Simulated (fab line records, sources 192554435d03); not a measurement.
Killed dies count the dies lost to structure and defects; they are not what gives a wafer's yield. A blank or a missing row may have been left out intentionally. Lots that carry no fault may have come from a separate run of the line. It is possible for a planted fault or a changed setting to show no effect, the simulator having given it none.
Which tool did it? -- flow n5 finfet -- 9 lots with 27 wafers sampled at 5 steps, on a route of 1938 steps

== WHAT EACH GAUGE READ, for each wafer ==
N5_BEOL_M4_RC_MEAS_101. Usual: DIBL_N 36.3 mV/V, standard deviation 1.9; DIBL_P 36.0 mV/V, standard deviation 2.1; IOFF_N 0.16 nA/um, standard deviation 0.031; IOFF_P 0.21 nA/um, standard deviation 0.035; ION_N 675 uA/um, standard deviation 14; ION_P 464 uA/um, standard deviation 8.5; SS_N 71.5 mV/dec, standard deviation 0.6; SS_P 73.3 mV/dec, standard deviation 0.72; VT_N 250 mV, standard deviation 3.2; VT_P -250 mV, standard deviation 3.1.
lot,measured,on,DIBL_N (mV/V),DIBL_P (mV/V),IOFF_N (nA/um),IOFF_P (nA/um),ION_N (uA/um),ION_P (uA/um),SS_N (mV/dec),SS_P (mV/dec),VT_N (mV),VT_P (mV),flag
L305,day 7 18:26,prober-02,37.9 38.2 37.5,38.3 39.7 38.2,0.19 0.21 0.19,0.27 0.31 0.27,683 705 688,472 484 470,71.8 71.7 71.7,74.1 74.4 74.0,247 245 245,-245 -244 -246,
L307,day 8 06:11,prober-01,33.5 37.7 34.6,31.3 36.1 32.5,0.11 0.17 0.13,0.14 0.20 0.15,649 662 664,443 455 452,70.3 72.0 71.9,72.5 73.5 72.4,254 253 253,-258 -252 -256,
L311,day 9 06:25,prober-02,39.9 38.3 37.1,40.2 37.8 35.9,0.22 0.18 0.17,0.26 0.23 0.21,692 689 701,471 473 477,72.2 71.7 71.5,75.1 73.6 74.6,247 247 246,-246 -246 -248,
L316,day 13 07:37,prober-01,38.0 38.4 36.5,36.9 37.6 34.7,0.18 0.19 0.15,0.25 0.25 0.21,688 675 667,464 463 458,71.5 71.8 71.7,73.6 74.2 72.7,248 250 251,-250 -248 -250,
L317,day 14 14:58,prober-01,36.0 35.6 36.2,36.1 35.3 35.1,0.17 0.16 0.17,0.25 0.23 0.22,686 681 678,473 468 467,71.2 71.7 71.7,72.8 72.9 73.2,246 247 247,-243 -249 -248,
L318,day 14 08:04,prober-02,35.8 37.9 36.8,35.4 38.7 35.7,0.14 0.19 0.15,0.18 0.26 0.21,661 674 676,455 468 469,71.8 71.9 71.6,73.7 74.0 73.9,257 250 251,-254 -248 -250,
L320,day 13 14:40,prober-01,33.1 37.4 33.9,32.6 37.9 34.1,0.11 0.17 0.12,0.14 0.21 0.15,665 680 664,450 470 453,69.9 71.8 70.9,72.3 73.6 72.7,255 253 254,-255 -252 -255,
L325,day 13 01:41,prober-01,35.2 35.7 37.2,36.5 36.8 39.7,0.14 0.16 0.19,0.17 0.18 0.22,678 681 698,458 457 471,70.4 71.7 72.5,72.9 73.2 73.5,248 248 246,-257 -254 -250,
L328,day 15 04:40,prober-01,36.2 36.5 36.9,36.7 36.7 37.3,0.15 0.15 0.16,0.21 0.21 0.21,668 668 665,460 458 457,71.1 70.7 71.4,73.1 73.2 74.1,250 251 251,-249 -248 -250,

== EACH LOT AND THE TOOL THAT RAN IT (in order: tool; ch and the chambers of the sampled wafers; start) ==
lot,N5_DUMMY_GATE_ETCH_29,N5_DUMMY_GATE_ETCH_37,N5_DUMMY_GATE_STRIP_40,N5_SPACER0_ALD_00
L305,"rie diel-05 ch 0,1,2, day 3 01:04","rie diel-05 ch 0,1,2, day 3 01:09","rie diel-01 ch 0,1, day 3 01:20","ald sin-03 ch 1,2,3, day 3 02:38"
L307,"rie diel-01 ch 0,3, day 3 11:01","rie diel-01 ch 0,3, day 3 11:05","rie diel-05 ch 0,1,2, day 3 11:16","ald sin-03 ch 0,2, day 3 12:37"
L311,"rie diel-05 ch 0,2,3, day 4 09:10","rie diel-05 ch 0,2,3, day 4 09:15","rie diel-05 ch 0,1,2, day 4 09:36","ald sin-02 ch 0,1,3, day 4 10:42"
L316,"rie diel-05 ch 0,1,2, day 5 20:22","rie diel-05 ch 0,1,2, day 5 20:26","rie diel-06 ch 0,1,3, day 5 20:44","ald sin-02 ch 1,2,3, day 5 22:53"
L317,"rie diel-01 ch 0,1,2, day 6 07:32","rie diel-01 ch 0,1,2, day 6 07:37","rie diel-01 ch 1,2,3, day 6 07:56","ald sin-03 ch 0,1,2, day 6 10:04"
L318,"rie diel-05 ch 0,1,2, day 6 12:08","rie diel-05 ch 0,1,2, day 6 12:13","rie diel-01 ch 0,2,3, day 6 12:25","ald sin-02 ch 0,1,2, day 6 14:13"
L320,"rie diel-06 ch 0,1,3, day 6 19:29","rie diel-06 ch 0,1,3, day 6 19:34","rie diel-01 ch 2,3, day 6 19:45","ald sin-03 ch 0,1,3, day 6 20:52"
L325,"rie diel-06 ch 0,3, day 7 23:04","rie diel-06 ch 0,3, day 7 23:09","rie diel-06 ch 1,3, day 7 23:26","ald sin-03 ch 2,3, day 8 00:34"
L328,"rie diel-05 ch 1,2, day 9 01:05","rie diel-05 ch 1,2, day 9 01:10","rie diel-01 ch 0,1, day 9 01:29","ald sin-02 ch 0,1,2, day 9 03:19"
- N5_DUMMY_GATE_ETCH_29: etches underlayer in N2/H2, target depth 13 nm.
- N5_DUMMY_GATE_ETCH_37: etches SOC in N2/H2, target depth 60 nm, overetch 30 nm.
- N5_DUMMY_GATE_STRIP_40: strips in CF4.
- N5_SPACER0_ALD_00: deposits SiOCN, target thk 3.5 nm, pulse time 3 s, purge time 2 s.

== WHAT THE TOOLS THEMSELVES READ (means of the sampled wafers that have a number; where no wafer has one, the mark that the record gives instead) ==
N5_DUMMY_GATE_ETCH_29. Usual: drypump motor current A 5.7 A, standard deviation 0.72; oes product au 0.75 a.u., standard deviation 0.066; rf vpp V 523.9 V, standard deviation 2.9; showerhead plenum p Torr 2.54 Torr, standard deviation 0.1; throttle valve pct 17.98 %, standard deviation 0.18.
lot,tool,drypump motor current A (A),oes product au (a.u.),rf vpp V (V),showerhead plenum p Torr (Torr),throttle valve pct (%),flag
L305,rie diel-05,6.2,0.75,523.6,2.50,18.00,
L307,rie diel-01,4.9,0.78,525.6,2.62,18.09,
L311,rie diel-05,5.6,0.70,521.8,2.49,18.11,
L316,rie diel-05,6.2,0.73,523.2,2.49,18.04,
L317,rie diel-01,5.3,0.76,525.6,2.60,17.97,
L318,rie diel-05,6.2,0.73,523.5,2.49,18.05,
L320,rie diel-06,5.7,0.77,524.9,2.58,17.82,
L325,rie diel-06,5.8,0.78,524.9,2.58,17.88,
L328,rie diel-05,6.2,0.71,522.7,2.49,18.01,

N5_DUMMY_GATE_ETCH_37. Usual: drypump motor current A 5.7 A, standard deviation 0.72; oes product au 0.60 a.u., standard deviation 0.052; rf vpp V 524.0 V, standard deviation 2.8; showerhead plenum p Torr 2.54 Torr, standard deviation 0.1; throttle valve pct 17.91 %, standard deviation 0.18.
lot,tool,drypump motor current A (A),oes product au (a.u.),rf vpp V (V),showerhead plenum p Torr (Torr),throttle valve pct (%),flag
L305,rie diel-05,6.2,0.60,522.9,2.50,17.92,
L307,rie diel-01,4.9,0.61,526.0,2.62,18.02,
L311,rie diel-05,5.6,0.56,522.9,2.49,18.04,
L316,rie diel-05,6.2,0.58,523.6,2.49,17.97,
L317,rie diel-01,5.2,0.60,525.5,2.60,17.89,
L318,rie diel-05,6.2,0.57,523.5,2.49,17.98,
L320,rie diel-06,5.7,0.61,524.5,2.58,17.75,
L325,rie diel-06,5.8,0.61,524.6,2.58,17.80,
L328,rie diel-05,6.2,0.57,522.7,2.49,17.93,

N5_DUMMY_GATE_STRIP_40. Usual: drypump motor current A 5.6 A, standard deviation 0.72; oes product au 0.75 a.u., standard deviation 0.066; rf vpp V 271.1 V, standard deviation 1.7; showerhead plenum p Torr 1.80 Torr, standard deviation 0.065; throttle valve pct 13.71 %, standard deviation 0.21.
lot,tool,drypump motor current A (A),oes product au (a.u.),rf vpp V (V),showerhead plenum p Torr (Torr),throttle valve pct (%),flag
L305,rie diel-01,5.1,0.77,272.7,1.89,13.77,
L307,rie diel-05,6.2,0.74,269.7,1.77,13.70,
L311,rie diel-05,6.2,0.73,270.1,1.76,13.72,
L316,rie diel-06,5.7,0.77,271.9,1.82,13.52,
L317,rie diel-01,5.1,0.72,272.2,1.81,13.76,
L318,rie diel-01,5.1,0.75,271.7,1.82,13.83,
L320,rie diel-01,5.3,0.75,271.4,1.79,13.81,
L325,rie diel-06,5.4,0.72,270.9,1.79,13.72,
L328,rie diel-01,5.1,0.70,272.1,1.86,13.80,

N5_SPACER0_ALD_00. Usual: heater power w 815 W, standard deviation 88; precursor pulse height rel 0.999, standard deviation 0.02.
lot,tool,heater power w (W),precursor pulse height rel,flag
L305,ald sin-03,769,1.011,
L307,ald sin-03,784,0.986,
L311,ald sin-02,810,0.988,
L316,ald sin-02,812,0.991,
L317,ald sin-03,788,1.013,
L318,ald sin-02,866,0.993,
L320,ald sin-03,818,0.990,
L325,ald sin-03,736,1.003,
L328,ald sin-02,865,0.983,

== THE ANSWER, worked out from the rows above alone ==
Rule: take the mean of a lot's wafers that have a number; if it is more than 3 standard deviations from the usual mean, the lot is off. A lot without any number at a reading at which 4 lots or more have one is off too. The other lots that the step has rows for count as sound. Order of review: gauges by route order, followed by the tools' own readings, for which a lot's mean as printed above is used. The first step at which some lot is off is used, and at that step the reading that is off furthest; a lot without a number counts as furthest.
Nothing can be told from this: no lot is off at any reading shown.

== WHAT HAD BEEN PUT IN BY THE SIMULATOR ==
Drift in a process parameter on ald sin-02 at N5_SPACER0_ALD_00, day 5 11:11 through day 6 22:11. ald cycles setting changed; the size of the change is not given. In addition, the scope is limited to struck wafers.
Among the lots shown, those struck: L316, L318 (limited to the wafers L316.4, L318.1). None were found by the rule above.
